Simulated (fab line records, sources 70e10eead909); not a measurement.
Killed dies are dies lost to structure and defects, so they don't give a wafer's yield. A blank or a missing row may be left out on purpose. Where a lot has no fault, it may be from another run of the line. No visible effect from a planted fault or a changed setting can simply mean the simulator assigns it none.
Which tool is to blame? :: flow nand-harc :: 13 lots with 39 wafers sampled at 5 steps, on a route of 1302 steps

== WHAT EACH GAUGE READ, for each wafer ==
NHARC_A_BONDPAD_THK_MEAS_20: measures by xrf.
lot: L578
measured: day 23 01:59
on: film-metro-02
thk-nm (nm): 172.6 173.5 169.5

lot: L581
measured: day 24 11:50
on: film-metro-01
thk-nm (nm): 172.3 171.6 168.6

lot: L582
measured: day 24 12:03
on: film-metro-01
thk-nm (nm): 171.1 169.0 169.0

lot: L579
measured: day 24 16:17
on: film-metro-02
thk-nm (nm): 169.8 170.6 169.1

lot: L583
measured: day 25 08:54
on: film-metro-01
thk-nm (nm): 171.2 168.3 169.1

lot: L585
measured: day 26 15:11
on: film-metro-01
thk-nm (nm): 170.4 168.7 170.6

lot: L588
measured: day 28 11:07
on: film-metro-02
thk-nm (nm): 172.2 168.7 172.1

lot: L590
measured: day 28 12:56
on: film-metro-01
thk-nm (nm): 169.8 168.2 169.4

lot: L596
measured: day 31 09:33
on: film-metro-01
thk-nm (nm): 169.9 168.7 169.7

lot: L598
measured: day 31 16:38
on: film-metro-02
thk-nm (nm): 169.3 167.8 170.9

lot: L597
measured: day 31 17:09
on: film-metro-02
thk-nm (nm): 171.7 171.1 169.7

lot: L599
measured: day 32 03:57
on: film-metro-02
thk-nm (nm): 167.2 170.5 169.5

lot: L600
measured: day 32 22:57
on: film-metro-02
thk-nm (nm): 171.8 168.8 169.6

NHARC_THIN_TSV_THK_MEAS_02: measures by ir.
lot: L578
measured: day 23 12:28
on: film-metro-02
thk-nm (nm): 2710 2966 3112

lot: L581
measured: day 24 23:11
on: film-metro-01
thk-nm (nm): 2367 2505 2541

lot: L582
measured: day 25 00:25
on: film-metro-01
thk-nm (nm): 2469 2582 2674

lot: L579
measured: day 25 05:46
on: film-metro-01
thk-nm (nm): 2966 2962 3223

lot: L583
measured: day 25 20:25
on: film-metro-01
thk-nm (nm): 3373 3425 3411

lot: L585
measured: day 27 02:38
on: film-metro-01
thk-nm (nm): 3229 3222 3064

lot: L588
measured: day 29 02:39
on: film-metro-01
thk-nm (nm): 2487 2597 2776

lot: L590
measured: day 29 01:26
on: film-metro-02
thk-nm (nm): 2970 3050 3206

lot: L596
measured: day 32 01:29
on: film-metro-02
thk-nm (nm): 3233 3109 3348

lot: L598
measured: day 32 11:04
on: film-metro-02
thk-nm (nm): 2811 2962 3182

lot: L597
measured: day 32 12:16
on: film-metro-02
thk-nm (nm): 3069 3029 3098

lot: L599
measured: day 32 16:23
on: film-metro-02
thk-nm (nm): 3183 3015 3090

lot: L600
measured: day 33 10:19
on: film-metro-01
thk-nm (nm): 2756 3020 2674

NHARC_END_SORT_01.
lot: L590
measured: day 29 17:29
on: prober-02
killed-at-array: 77 139 128
killed-at-other: 0 1 0
killed-at-periphery: 1 1 1
killed-dies: 78 141 129
killed-open: 4 1 3
killed-short: 2 1 0

== TOOL THAT RAN EACH LOT (tool first, then ch and the chambers of the sampled wafers, then the start) ==
lot: L578
NHARC_A_CONTACT_ETCH_116: har-cap-etch-03 ch 0,1, day 21 11:18
NHARC_A_BONDPAD_PRE_CLEAN_26: pvd-sputter-02, day 23 01:59 or earlier

lot: L581
NHARC_A_CONTACT_ETCH_116: har-cap-etch-02 ch 0,1, day 22 18:45
NHARC_A_BONDPAD_PRE_CLEAN_26: pvd-sputter-03, day 24 11:50 or earlier

lot: L582
NHARC_A_CONTACT_ETCH_116: har-cap-etch-03 ch 0,1, day 22 19:24
NHARC_A_BONDPAD_PRE_CLEAN_26: pvd-sputter-02, day 24 12:03 or earlier

lot: L579
NHARC_A_CONTACT_ETCH_116: har-cap-etch-02 ch 0,1, day 22 23:43
NHARC_A_BONDPAD_PRE_CLEAN_26: pvd-sputter-03, day 24 16:17 or earlier

lot: L583
NHARC_A_CONTACT_ETCH_116: har-cap-etch-01 ch 0,1, day 23 19:43
NHARC_A_BONDPAD_PRE_CLEAN_26: pvd-sputter-02, day 25 08:54 or earlier

lot: L585
NHARC_A_CONTACT_ETCH_116: har-cap-etch-01 ch 0,1, day 25 00:13
NHARC_A_BONDPAD_PRE_CLEAN_26: pvd-sputter-01, day 26 15:11 or earlier

lot: L588
NHARC_A_CONTACT_ETCH_116: har-cap-etch-02 ch 0,1, day 26 15:11
NHARC_A_BONDPAD_PRE_CLEAN_26: pvd-sputter-01, day 28 11:07 or earlier

lot: L590
NHARC_A_CONTACT_ETCH_116: har-cap-etch-01 ch 0,1, day 26 17:43
NHARC_A_BONDPAD_PRE_CLEAN_26: pvd-sputter-01, day 28 12:56 or earlier

lot: L596
NHARC_A_CONTACT_ETCH_116: har-cap-etch-01 ch 0,1, day 29 16:55
NHARC_A_BONDPAD_PRE_CLEAN_26: pvd-sputter-03, day 31 09:33 or earlier

lot: L598
NHARC_A_CONTACT_ETCH_116: har-cap-etch-01 ch 0,1, day 30 02:25
NHARC_A_BONDPAD_PRE_CLEAN_26: pvd-sputter-03, day 31 16:38 or earlier

lot: L597
NHARC_A_CONTACT_ETCH_116: har-cap-etch-02 ch 0, day 30 02:41
NHARC_A_BONDPAD_PRE_CLEAN_26: pvd-sputter-02, day 31 17:09 or earlier

lot: L599
NHARC_A_CONTACT_ETCH_116: har-cap-etch-01 ch 0,1, day 30 14:22
NHARC_A_BONDPAD_PRE_CLEAN_26: pvd-sputter-03, day 32 03:57 or earlier

lot: L600
NHARC_A_CONTACT_ETCH_116: har-cap-etch-02 ch 0,1, day 31 07:23
NHARC_A_BONDPAD_PRE_CLEAN_26: pvd-sputter-03, day 32 22:57 or earlier
- NHARC_A_CONTACT_ETCH_116: etches the open film in C4F8/O2/Ar, time 190 s, target depth 1850 nm.
- NHARC_A_BONDPAD_PRE_CLEAN_26: time 30 s.

== AS READ BY THE TOOLS THEMSELVES (means over the sampled wafers that have a number; for cases with no such wafer, the mark the record gives instead) ==
NHARC_A_BONDPAD_PRE_CLEAN_26.
lot: L578
tool: pvd-sputter-02
heater-power-w (W): 433

lot: L581
tool: pvd-sputter-03
heater-power-w (W): 404

lot: L582
tool: pvd-sputter-02
heater-power-w (W): 437

lot: L579
tool: pvd-sputter-03
heater-power-w (W): 420

lot: L583
tool: pvd-sputter-02
heater-power-w (W): 400

lot: L585
tool: pvd-sputter-01
heater-power-w (W): 466

lot: L588
tool: pvd-sputter-01
heater-power-w (W): 482

lot: L590
tool: pvd-sputter-01
heater-power-w (W): 460

lot: L596
tool: pvd-sputter-03
heater-power-w (W): 410

lot: L598
tool: pvd-sputter-03
heater-power-w (W): 423

lot: L597
tool: pvd-sputter-02
heater-power-w (W): 391

lot: L599
tool: pvd-sputter-03
heater-power-w (W): 424

lot: L600
tool: pvd-sputter-03
heater-power-w (W): 420

== THE ANSWER, worked out from the rows above alone ==
Rule: what is usual is taken from the lots themselves. The widest of any qualifying gaps counts: lots, ordered by their means at a reading, are off when they make up no more than a third of the lots, leave a main group of 4 or more, and stand apart from it by 3 or more times the standard deviation of that group's means. A main group is skipped when, at the precision printed for the reading in the tables above, its means are all equal. A lot without any number at a reading at which 4 lots or more have one is off too. Where the step has rows for the other lots, those lots are counted as sound. After the gauges, taken in route order, come the tools' own readings; for these a lot's mean is taken, as printed above. The first step at which some lot is off is used, and at that step the reading that is off furthest; a lot without a number counts as furthest.
Across all readings shown, no lot is off: no conclusion can be drawn from this.

== WHAT WAS PUT IN BY THE SIMULATOR ==
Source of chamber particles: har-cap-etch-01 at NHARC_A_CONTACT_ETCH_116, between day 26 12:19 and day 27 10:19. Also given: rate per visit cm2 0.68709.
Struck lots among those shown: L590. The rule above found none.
